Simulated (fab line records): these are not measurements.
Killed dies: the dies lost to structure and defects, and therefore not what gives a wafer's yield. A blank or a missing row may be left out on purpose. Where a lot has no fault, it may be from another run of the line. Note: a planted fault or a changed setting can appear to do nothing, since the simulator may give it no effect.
fab line records	flow nand-harc
record: lots: 13	wafers: 39	last-day: 24
route steps=1159 shown P_M1@285 A_BONDPAD@1083 THIN_TSV@1102 END@1159
lots that met no fault: taken from a fault-free run of the same line
start-h: hours from the record's first day to the start of the lot's first wafer shown	wait-h: hours elapsed since this lot's preceding step	" repeats the value in the row above	L1.1+2: several wafers, shown together as one row	- either no value or no given start	* or withheld: withheld	< > ~ a bound
route shown NAME@n: a module of which the file shows steps, and the number in the route of the first	usual: average and standard deviation across the fault-free wafers	same: alike in all rows	chamber/n: place in a boat	sites: readings site by site	_std_site: the values' standard deviation	_edge_site: inner sites' mean taken away from outer sites' mean	radius-mm: how far each site lies from the wafer's centre	mask NAME#n: copy n	behind: the last tool/chamber to shape the wafer	hold: what put the lot on hold/how long, in hours/how the hold closed	device: which transistor (n, p or np) failed to switch	end of line: tests of these same wafers at the route's end	a step given without rows: its recipe and nothing more	killed: not the wafer's yield, but the dies lost to structure and defects at the first sort	map: per-die view of a wafer (x killed, . not killed, _ where there is no die)
set.NAME: the setting that was run; set.NAME@STEP: the one run at that earlier step	model.NAME: the simulator's own value behind a step, which no gauge read
a sample of lots followed through the steps of the route, with each step as a table and each wafer as a row
services: from which hour (start-h, from the record's first day; less than 0 if before it) a tool's chamber was out of use, for how many hours, and why
== steps ==
step: NHARC_P_M1_DEP_00
recipe: target-thk-a: 1825	target-thk-nm: 182.5	temp-c: withheld	pressure-torr: 5	flow-sccm: 200	rf-w: 600	material: SiOC
usual: showerhead-vpp-V: 1520/73
lot.wafer	tool	chamber	start-h	wait-h	showerhead-vpp-V
L330.3	pecvd-02	0	122.39	-	1603
L330.4	"	0	"	"	1568
L330.6	"	1	"	"	1516
L331.1	pecvd-02	0	131.58	-	1572
L331.4	"	2	"	"	1558
L331.6	"	1	"	"	1514
L332.2	pecvd-04	2	132.00	-	1467
L332.3	"	0	"	"	1431
L332.6	"	1	"	"	1617
L333.1	pecvd-04	2	141.18	-	1473
L333.4	"	2	"	"	1484
L333.6	"	0	"	"	1415
L336.2	pecvd-04	0	158.92	-	1412
L336.3	"	0	"	"	1398
L336.5	"	0	"	"	1421
L335.4	pecvd-04	0	159.76	-	1426
L335.3	"	2	"	"	1499
L335.6	"	0	"	"	1423
L340.3	pecvd-03	2	174.76	-	1556
L340.6	"	1	"	"	1399
L340.4	"	2	"	"	1593
L343.3	pecvd-02	0	195.64	-	1554
L343.1	"	2	"	"	1573
L343.5	"	0	"	"	1564
L341.1	pecvd-04	1	216.37	-	1598
L341.2	"	0	"	"	1415
L341.5	"	2	"	"	1466
L345.5	pecvd-04	1	225.29	-	1624
L345.4	"	2	"	"	1476
L345.6	"	0	"	"	1432
L349.2	pecvd-04	2	236.14	-	1499
L349.6	"	0	"	"	1416
L349.5	"	1	"	"	1571
L351.2	pecvd-04	0	249.16	-	1452
L351.3	"	1	"	"	1618
L351.4	"	0	"	"	1428
L353.4	pecvd-02	1	258.33	-	1531
L353.6	"	2	"	"	1555
L353.5	"	0	"	"	1595
step: NHARC_A_BONDPAD_PRE_CLEAN_26
recipe: time-s: 30	temp-c: 280	gas: H2/He
usual: heater-power-w: 427/43
lot.wafer	tool	chamber	start-h	wait-h	heater-power-w
L330.4	pvd-sputter-02	-	-	-	442
L330.3	"	-	"	"	451
L330.6	"	-	"	"	471
L331.4	pvd-sputter-01	-	-	-	433
L331.1	"	-	"	"	395
L331.6	"	-	"	"	399
L332.3	pvd-sputter-02	-	-	-	462
L332.2	"	-	"	"	452
L332.6	"	-	"	"	480
L333.4	pvd-sputter-01	-	-	-	420
L333.1	"	-	"	"	440
L333.6	"	-	"	"	379
L336.2	pvd-sputter-01	-	-	-	405
L336.3	"	-	"	"	452
L336.5	"	-	"	"	405
L335.4	pvd-sputter-01	-	-	-	389
L335.3	"	-	"	"	458
L335.6	"	-	"	"	407
L340.4	pvd-sputter-01	-	-	-	410
L340.3	"	-	"	"	414
L340.6	"	-	"	"	430
L343.3	pvd-sputter-03	-	-	-	450
L343.1	"	-	"	"	532
L343.5	"	-	"	"	401
L341.1	pvd-sputter-03	-	-	-	548
L341.2	"	-	"	"	353
L341.5	"	-	"	"	404
L345.4	pvd-sputter-02	-	-	-	463
L345.5	"	-	"	"	467
L345.6	"	-	"	"	460
L353.4	pvd-sputter-01	-	-	-	447
L353.6	"	-	"	"	428
L353.5	"	-	"	"	436
step: NHARC_THIN_TSV_CMP_01
recipe: target-thk-um: 3
usual: motor-current-A: 12.3/1.2	slurry-flow-ml-min: 150.0/0.46
lot.wafer	tool	chamber	start-h	wait-h	motor-current-A	slurry-flow-ml-min
L330.3	cmp-03	2	432.62	0.7	12.6	149.9
L330.4	"	3	"	"	12.0	149.8
L330.6	"	1	"	"	11.3	149.9
L331.1	cmp-03	1	433.79	1.0	10.9	149.3
L331.4	"	2	"	"	13.1	150.3
L331.6	"	1	"	"	11.2	150.5
L333.4	cmp-03	2	438.15	0.4	12.2	150.2
L333.1	"	0	"	"	12.6	150.1
L333.6	"	2	"	"	12.4	149.9
L332.2	cmp-04	1	439.45	0.9	11.5	150.0
L332.3	"	2	"	"	12.1	150.2
L332.6	"	3	"	"	11.6	150.5
L336.2	cmp-01	1	468.79	0.8	15.6	149.8
L336.3	"	2	"	"	10.8	149.6
L336.5	"	2	"	"	10.4	149.2
L335.4	cmp-04	3	479.45	0.4	11.0	149.6
L335.3	"	0	"	"	12.4	149.6
L335.6	"	3	"	"	10.3	149.4
L340.3	cmp-01	3	483.04	0.6	13.9	149.7
L340.4	"	1	"	"	15.7	150.6
L340.6	"	0	"	"	11.5	149.8
L343.1	cmp-04	1	486.68	1.0	12.3	150.0
L343.3	"	3	"	"	11.4	149.4
L343.5	"	2	"	"	11.9	149.7
L341.2	cmp-03	0	519.07	0.9	13.0	150.1
L341.1	"	1	"	"	11.4	150.0
L341.5	"	2	"	"	12.5	149.8
L345.4	cmp-03	2	533.79	0.5	12.5	149.9
L345.5	"	1	"	"	11.3	150.8
L345.6	"	2	"	"	12.8	149.3
L353.4	cmp-04	0	561.57	0.5	12.7	150.1
L353.5	"	2	"	"	11.6	150.1
L353.6	"	3	"	"	11.0	149.3
step: NHARC_THIN_TSV_ANNEAL_52
recipe: temp-c: 225	time-s: 90
usual: wafer_temp_C_max: 226.1/0.3
lot.wafer	tool	chamber	start-h	wait-h	wafer_temp_C_max
L330.3	rtp-anneal-01	0	438.03	0.5	225.6
L330.4	"	0	"	"	226.1
L330.6	"	0	"	"	225.8
L331.1	rtp-anneal-01	0	439.66	1.0	226.1
L331.4	"	0	"	"	226.1
L331.6	"	0	"	"	227.2
L333.1	rtp-anneal-01	0	443.42	0.5	226.0
L333.4	"	0	"	"	226.3
L333.6	"	0	"	"	226.0
L332.2	rtp-anneal-01	0	444.69	0.7	226.2
L332.3	"	0	"	"	226.3
L332.6	"	0	"	"	226.0
L336.2	rtp-anneal-01	0	474.13	0.6	226.3
L336.3	"	0	"	"	225.9
L336.5	"	0	"	"	226.0
L335.3	rtp-anneal-01	0	484.79	0.4	226.4
L335.4	"	0	"	"	226.4
L335.6	"	0	"	"	226.4
L340.3	rtp-anneal-02	0	488.43	0.4	225.5
L340.4	"	0	"	"	225.8
L340.6	"	0	"	"	225.7
L343.1	rtp-anneal-02	0	492.00	0.6	226.1
L343.3	"	0	"	"	225.9
L343.5	"	0	"	"	226.4
L341.1	rtp-anneal-01	0	524.48	0.5	226.7
L341.2	"	0	"	"	226.2
L341.5	"	0	"	"	226.3
L345.4	rtp-anneal-02	0	539.61	0.6	226.0
L345.5	"	0	"	"	225.7
L345.6	"	0	"	"	225.8
L353.4	rtp-anneal-01	0	567.38	0.6	227.1
L353.5	"	0	"	"	226.1
L353.6	"	0	"	"	226.2
step: NHARC_END_SORT_01
recipe: temp-c: 25
usual: defect-limited-yield: 95.7/1.5	killed-at-array: 25/9.5	killed-at-other: 0.8/1.2	killed-at-periphery: 3.4/2.2	killed-dies: 29/10	killed-open: 3.3/1.8	killed-short: 2.1/1.4	sort_bin_2_pct: 1.4/0.63	sort_bin_3_pct: 0.22/0.2	sort_bin_4_pct: 2.7/0.96	sort-n-pass: 648/10	sort-rim-yield-pct: 95.6/2.8	sort-yield-pct: 95.7/1.5
same: gross-dies: 677	sort_bin_5_pct[%]: 0	sort_bin_6_pct[%]: 0	sort_bin_7_pct[%]: 0	sort_bin_8_pct[%]: 0	sort-rim-n-gross: 106.00
lot.wafer	tool	chamber	start-h	wait-h	defect-limited-yield[%]	killed-at-array	killed-at-other	killed-at-periphery	killed-dies	killed-open	killed-short	sort_bin_2_pct[%]	sort_bin_3_pct[%]	sort_bin_4_pct[%]	sort-n-pass	sort-rim-yield-pct[%]	sort-yield-pct[%]
L343.1	prober-02	0	510.97	2.5	95.0	29	0	5	34	6	3	2.5	0.30	2.2	643	100.0	95.0
L343.3	prober-02	0	512.59	3.1	95.3	26	0	6	32	4	1	1.9	0.15	2.7	645	98.1	95.3
L343.5	prober-02	0	514.21	3.7	97.2	15	0	4	19	3	3	0.9	0	1.9	658	95.3	97.2
L341.1	prober-02	0	535.34	2.5	96.0	19	2	6	27	7	3	1.3	0.15	2.5	650	94.3	96.0
L341.2	prober-02	0	536.14	2.8	95.6	23	5	2	30	1	3	1.6	0.30	2.5	647	99.1	95.6
L341.5	prober-02	0	538.57	3.7	95.3	19	1	12	32	2	2	1.5	0.44	2.8	645	89.6	95.3
L349.2	prober-01	0	562.03	2.8	0	30	0	647	677	2	2	96.2	0.30	3.5	0	0	0
L349.5	prober-01	0	564.39	3.6	0	31	0	646	677	3	3	96.3	0.30	3.4	0	0	0
L349.6	prober-01	0	565.18	3.9	0	25	2	650	677	5	2	96.8	0.30	3.0	0	0	0
L351.2	prober-01	0	584.26	2.8	0	14	0	663	677	4	0	98.4	0	1.6	0	0	0
L351.3	prober-01	0	585.05	3.1	0	26	2	649	677	4	2	96.6	0	3.4	0	0	0
L351.4	prober-01	0	585.84	3.4	0	15	0	662	677	5	0	98.4	0.30	1.3	0	0	0
killed by level:class
L343.1 A_SLIT:chamber-film-flake=15 A_CHANNEL_HOLE_D1:chamber-film-flake=3 P_CONTACT:geometric-particle:open=2 A_CHANNEL_FILL_D1:geometric-particle:open=2 P_STI:chamber-film-flake=2 A_STAIRCASE:chamber-film-flake=2 A_ONON_D1:geometric-particle:short=1 A_CHANNEL_FILL_D1:geometric-particle:short=1
L343.3 A_SLIT:chamber-film-flake=12 A_CONTACT:chamber-film-flake=4 P_STI:chamber-film-flake=3 A_CHANNEL_HOLE_D1:chamber-film-flake=3 A_STAIRCASE:chamber-film-flake=3 A_CONTACT:geometric-particle:open=2 P_CONTACT:geometric-particle:open=1 P_M0:geometric-particle:open=1
L343.5 A_SLIT:chamber-film-flake=6 P_STI:chamber-film-flake=3 A_CHANNEL_FILL_D1:geometric-particle:short=2 A_CHANNEL_HOLE_D1:chamber-film-flake=2 P_GATE:geometric-particle:open=1 A_CHANNEL_FILL_D1:geometric-particle:open=1 A_WL_FILL:geometric-particle:short=1 A_WL_FILL:geometric-particle:open=1
L341.1 A_SLIT:chamber-film-flake=5 A_CHANNEL_HOLE_D1:chamber-film-flake=3 P_CONTACT:geometric-particle:open=2 A_CONTACT:geometric-particle:open=2 A_STAIRCASE:chamber-film-flake=2 THIN_TSV:chamber-film-flake=2 P_M0:geometric-particle:open=1 A_CHANNEL_HOLE_D1:geometric-particle:open=1
L341.2 A_SLIT:chamber-film-flake=13 A_CHANNEL_HOLE_D1:chamber-film-flake=4 THIN_TSV:chamber-film-flake=3 A_WL_FILL:geometric-particle:short=1 A_WL_FILL:geometric-particle:open=1 A_M0:geometric-particle:short=1 STARTING-WAFER:geometric-particle:short=1 P_GATE:chamber-film-flake=1
L341.5 A_SLIT:chamber-film-flake=9 P_M1:chamber-film-flake=4 P_GATE:chamber-film-flake=3 A_CHANNEL_HOLE_D1:chamber-film-flake=3 A_STAIRCASE:chamber-film-flake=3 P_GATE:geometric-particle:short=2 P_M2:chamber-film-flake=2 A_ONON_D1:geometric-particle:open=1
L349.2 P_M1:area-dep=641 A_CHANNEL_HOLE_D1:chamber-film-flake=10 A_SLIT:chamber-film-flake=8 P_GATE:chamber-film-flake=4 A_BLC:chamber-film-flake=4 A_STAIRCASE:chamber-film-flake=2 P_GATE:geometric-particle:open=1 A_ONON_D1:geometric-particle:short=1
L349.5 P_M1:area-dep=643 A_SLIT:chamber-film-flake=16 A_CHANNEL_HOLE_D1:chamber-film-flake=3 A_STAIRCASE:chamber-film-flake=3 P_M2:geometric-particle:short=1 A_ONON_D1:geometric-particle:short=1 A_WL_FILL:geometric-particle:short=1 A_CONTACT:geometric-particle:open=1
L349.6 P_M1:area-dep=644 A_SLIT:chamber-film-flake=7 P_GATE:chamber-film-flake=4 A_CHANNEL_HOLE_D1:chamber-film-flake=3 A_CHANNEL_FILL_D1:chamber-film-flake=3 A_CONTACT:chamber-film-flake=3 STARTING-WAFER:geometric-particle:open=2 A_ZERO_WELL:chamber-film-flake=2
L351.2 P_M1:area-dep=657 A_CHANNEL_HOLE_D1:chamber-film-flake=9 P_M1:chamber-film-flake=4 A_STAIRCASE:chamber-film-flake=2 P_M1:geometric-particle:open=1 P_M2:geometric-particle:open=1 A_CONTACT:geometric-particle:open=1 A_M0:geometric-particle:open=1
L351.3 P_M1:area-dep=645 A_CHANNEL_HOLE_D1:chamber-film-flake=12 A_CONTACT:chamber-film-flake=5 A_STAIRCASE:chamber-film-flake=3 A_BLC:geometric-particle:open=2 P_M1:chamber-film-flake=2 THIN_TSV:chamber-film-flake=2 P_GATE:geometric-particle:open=1
L351.4 P_M1:area-dep=659 A_CHANNEL_HOLE_D1:chamber-film-flake=8 P_M1:chamber-film-flake=3 A_ONON_D1:geometric-particle:open=2 A_CONTACT:geometric-particle:open=1 A_BLC:geometric-particle:open=1 A_M0:geometric-particle:open=1 A_STAIRCASE:chamber-film-flake=1
== services ==
tool	chamber	start-h	hours	kind
cmp-04	-	105.00	4.0	pm
cmp-03	-	148.15	0.2	repair
pecvd-02	-	153.53	13.0	pm
pecvd-04	1	153.72	23.2	repair
cmp-03	-	156.09	4.0	pm
pvd-sputter-01	-	158.02	10.0	pm
cmp-03	-	179.68	2.0	repair
pecvd-04	-	195.42	13.0	pm
cmp-03	-	254.09	4.0	pm
pecvd-04	0	277.09	19.1	repair
cmp-03	-	278.98	1.1	repair
pecvd-04	2	282.54	19.9	repair
cmp-03	-	318.77	1.3	repair
pvd-sputter-01	-	336.02	10.0	pm
cmp-03	-	352.09	4.0	pm
pecvd-04	1	367.63	4.7	repair
pecvd-04	-	376.42	13.0	pm
cmp-03	-	396.31	0.9	repair
cmp-03	-	405.13	1.8	repair
cmp-03	-	450.14	4.0	pm
pvd-sputter-01	-	514.02	10.0	pm
pecvd-04	1	524.62	12.3	repair
cmp-03	-	548.14	4.0	pm
pecvd-04	-	557.42	13.0	pm
== key ==
first-sign: step: NHARC_END_SORT_01	reading: killed-at-periphery	direction: up	sigmas: 99+	usual: 3.4	struck: 652.8
effect: step: NHARC_END_SORT_01	reading: sort_bin_2_pct	direction: up	sigmas: 99+	usual: 1.4	struck: 97.1
more-kills-born-at: NHARC_P_M1_DEP_00@pecvd-04: 3889
met-at NHARC_P_M1_DEP_00
struck-lots L349,L351
later-rows-left-out L349.2,L349.5,L349.6,L351.2,L351.3,L351.4
not-acting-at NHARC_A_BONDPAD_PRE_CLEAN_26,NHARC_THIN_TSV_CMP_01,NHARC_THIN_TSV_ANNEAL_52
onset-between 225.29 236.14
fault: kind: process-parameter-drift	tool: pecvd-04	chamber: -	onset-h: 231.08	steps: NHARC_P_M1_DEP_00	channel: target-thk-nm	offset: 131.28	shape: step	end-h: 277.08	acts-in: these-recipes-only	stated: 182.5
later-rows-left-out: the simulator's readings of these wafers behind a module that went badly wrong aren't trusted and aren't shown, but for the sort
